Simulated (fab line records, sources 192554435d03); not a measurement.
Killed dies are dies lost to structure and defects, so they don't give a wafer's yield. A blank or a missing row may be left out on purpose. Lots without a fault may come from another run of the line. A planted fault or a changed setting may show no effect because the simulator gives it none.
A struck lot beside a sound one | flow n5_finfet | 15 steps out of a route of 1938
Sound: wafers L872.1, L872.3, L872.5. Struck: wafers L880.1, L880.2, L880.3. The cause comes at the end.
At each step with rows: each side's tool, then ch and its chambers, then its first start. Under that, the readings that differ: sound wafers | struck wafers | difference of the means | sigmas: that difference in standard deviations of wafers without a fault.
alike: readings whose means differ by less than 2 such deviations, and words and numbers that are the same on both sides. not compared: withheld readings, readings that some wafer has no value for, bounds like >300 that may hide the same value, and numbers for which the record gives no deviation and whose values overlap.
The two part at a step that has a row with sigmas, a row that says differs or no value, or rows on one side only. Numbers that don't overlap but have no deviation are shown without sigmas and don't part them. A reading that every wafer of one side lacks parts them only if that side has two wafers or more.

first, 8 steps without rows for these wafers: N5_BEOL_M8_COAT_64 (time 60 s, resist thk 12 nm); N5_BEOL_M8_COAT_71 (time 60 s, resist thk 5 nm); N5_BEOL_M8_COAT_22 (resist thk 30 nm); N5_BEOL_M8_EBR_24; N5_BEOL_M8_SOFTBAKE_23 (time 60 s); N5_BEOL_M8_EXPOSE_25 (exposes mask V7, target cd 40 nm); N5_BEOL_M8_PEB_26 (peb time 60 s); N5_BEOL_M8_DEVELOP_27 (develop time 30 s).
N5_BEOL_M8_CD_MEAS_28: target cd 40 nm.
  sound on cd_sem-01 ch 0, day 11 12:27; struck on cd_sem-01 ch 0, day 14 06:40
  alike: cd_nm
N5_BEOL_M8_OVL_MEAS_29:
  sound on overlay-01 ch 0, day 11 12:29; struck on overlay-02 ch 0, day 14 06:41
  alike: V7_OVL
N5_BEOL_M8_INSPECT_30: inspects for defects (brightfield).
  sound on defect_inspect-02, day 11 12:32; struck on defect_inspect-01, day 14 06:45
  alike: raw_defect_count
N5_BEOL_M8_DESCUM_33: chemistry O2, time 7 s.
  sound on rie_diel-05 ch 1,2,3, day 11 12:34; struck on rie_diel-05 ch 0,2,3, day 14 06:47
  alike: bias_power_w, chamber_pressure_mTorr, drypump_motor_current_A, oes_product_au, rf_fwd_power_W, rf_vpp_V, showerhead_plenum_p_Torr, throttle_valve_pct
  not compared: rf_hours_counter_h
N5_BEOL_M8_ETCH_72: etches underlayer in N2/H2, target depth 6.5 nm, time 5.2 s.
  sound on rie_diel-05 ch 1,2,3, day 11 12:36; struck on rie_diel-05 ch 0,2,3, day 14 06:49
  no value came back on the struck wafers for any of 9 readings (bias_w (W), chamber_pressure_mTorr (mTorr) and others); on the sound wafers bias_w (W) reads 149.2 148.8 150.7
  reading                                      | sound          | struck       | difference | sigmas
  model.CAR-EUV_of_BEOL_M8_COAT_22.thk_nm (nm) | 20.4 20.4 20.4 | 26.2 26 26.2 | +5.7       |
  not compared: rf_hours_counter_h
N5_BEOL_M8_ETCH_65: etches SiARC in CF4, target depth 15.6 nm, time 26 s.
  sound on rie_diel-05 ch 1,2,3, day 11 12:37; struck on rie_diel-05 ch 0,2,3, day 14 06:50
  reading                                      | sound          | struck     | difference | sigmas
  model.CAR-EUV_of_BEOL_M8_COAT_22.thk_nm (nm) | 11.2 11.2 11.2 | 17 16.8 17 | +6         |
  alike: bias_w, cf4_flow_sccm, chamber_pressure_mTorr, drypump_motor_current_A, etch_rf_on_time_s, oes_product_au, rf_fwd_power_W, rf_vpp_V, showerhead_plenum_p_Torr, throttle_valve_pct
  not compared: rf_hours_counter_h
N5_BEOL_M8_ETCH_66: etches SOC in N2/H2, target depth 80 nm, overetch 16 nm, time 120 s.
  sound on rie_diel-05 ch 1,2,3, day 11 12:39; struck on rie_diel-05 ch 0,2,3, day 14 06:52
  alike: bias_w, chamber_pressure_mTorr, drypump_motor_current_A, oes_product_au, rf_fwd_power_W, rf_vpp_V, showerhead_plenum_p_Torr, throttle_valve_pct
  not compared: rf_hours_counter_h

WHERE THEY PART
Only at N5_BEOL_M8_ETCH_72, within this record. Later steps at which nothing parts them and some readings are alike: N5_BEOL_M8_ETCH_65, N5_BEOL_M8_ETCH_66.

WHY: what the simulator had put in
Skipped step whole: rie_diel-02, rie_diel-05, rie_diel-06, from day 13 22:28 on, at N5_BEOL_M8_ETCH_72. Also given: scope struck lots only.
